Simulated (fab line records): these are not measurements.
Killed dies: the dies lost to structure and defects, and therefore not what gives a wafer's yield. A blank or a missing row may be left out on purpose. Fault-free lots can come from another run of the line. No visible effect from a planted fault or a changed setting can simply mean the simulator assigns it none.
A struck lot beside a sound one    flow n5_finfet    13 out of 1938 route steps
Sound: wafers L850.1, L850.2, L850.5. Struck: wafer L843.2; the same lot's L843.6 was not struck, so it is left out; see the end for the cause.
At each step with rows: each side's tool, then ch and its chambers, then its first start. Under that, the readings that differ: sound wafers    struck wafers    difference of the means    sigmas: that difference in standard deviations of wafers without a fault.
alike: same words and numbers on both sides, and readings whose means sit less than 2 such deviations apart. not compared: any withheld reading, any reading some wafer has no value for, any bound like >300 that may hide the same value, and any number with overlapping values for which the record gives no deviation.
A row with sigmas, a row that says differs or no value, or rows on one side alone: a step with any of these is where the two part. Numbers that have no deviation but don't overlap get no sigmas and don't part them. A reading missing from all wafers of one side parts the sides only when that side holds two or more wafers.

first, 9 steps without rows for these wafers: N5_HKMG_FIN_SOFTBAKE_07 (time 60 s); N5_HKMG_FIN_EXPOSE_09 (exposes mask NWFM, target cd 98 nm); N5_HKMG_FIN_PEB_10 (peb time 60 s); N5_HKMG_FIN_DEVELOP_11 (develop time 30 s); N5_HKMG_FIN_DESCUM_17 (chemistry O2, time 7.9 s); N5_HKMG_FIN_ETCH_31 (etches SiARC in CF4, target depth 45.5 nm, time 75.8 s); N5_HKMG_FIN_ETCH_32 (etches SOC in N2/H2, target depth 240 nm, time 300 s); N5_HKMG_FIN_STRIP_33 (strips in N2/H2); N5_HKMG_FIN_STRIP_34 (strips in CF4).
N5_HKMG_FIN_ETCH_35: etches SOC in N2/H2, target depth 215.8 nm, time 243.4 s.
  sound on rie_diel-02 ch 1,3, day 7 11:46; struck on rie_diel-01 ch 2, day 5 20:21
reading                                    sound              struck  difference  sigmas
drypump_motor_current_A (A)                5.6 4.8 4.7        6.4     +1.4        +3
run_length_s (s)                           266.7 267.1 267.0  227.1   -39.8       -95
model.HKMG_FIN.feature_depth_nm (nm)       220.4 213 214      181     -35         
model.SOC_of_HKMG_FIN_COAT_29.thk_nm (nm)  79.8 86.8 85.8     119.4   +35.3       
model.etch.depth_nm (nm)                   220.5 213 214.1    181     -35         
  alike: n2_flow_sccm, oes_product_au, rf_vpp_V, showerhead_plenum_p_Torr, throttle_valve_pct
  not compared: rf_hours_counter_h
N5_HKMG_FIN_STRIP_92: strips SOC in N2/H2, time 20 s.
  sound on rie_diel-02 ch 1,3, day 7 11:55; struck on rie_diel-01 ch 2, day 5 20:30
reading                                    sound           struck  difference  sigmas
drypump_motor_current_A (A)                5.6 4.8 4.8     6.4     +1.3        +3
model.SOC_of_HKMG_FIN_COAT_29.thk_nm (nm)  69.4 76.6 75.8  109     +35         
  alike: bias_power_w, n2_flow_sccm, oes_product_au, rf_vpp_V, showerhead_plenum_p_Torr, throttle_valve_pct
  not compared: rf_hours_counter_h
then, 1 step without rows for these wafers: N5_HKMG_FIN_WET_ETCH_18 (etches TiN in SC1, time 55 s, target depth 5.2 nm, rinse time 30 s).
-- the record jumps here: 3 days lie between the struck wafers' starts before and after (it left off in module HKMG_FIN and takes up again in module BEOL_M4, whose first step shown is number 1111 of the route) --
N5_BEOL_M4_RC_MEAS_101:
  sound on prober-01 ch 0, day 11 08:21; struck on prober-02 ch 0, day 9 07:51
  alike: DIBL_N, DIBL_P, IOFF_N, IOFF_P, ION_N, ION_P, SS_N, SS_P, VT_N, VT_P

## WHERE THEY PART
At N5_HKMG_FIN_ETCH_35 first; at N5_HKMG_FIN_STRIP_92 last (within this record only). Later steps at which nothing parts them and some readings are alike: N5_BEOL_M4_RC_MEAS_101.

WHY: whatever the simulator had introduced
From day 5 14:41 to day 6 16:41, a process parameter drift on rie_diel-01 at N5_HKMG_FIN_ETCH_35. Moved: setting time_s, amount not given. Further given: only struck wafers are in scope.
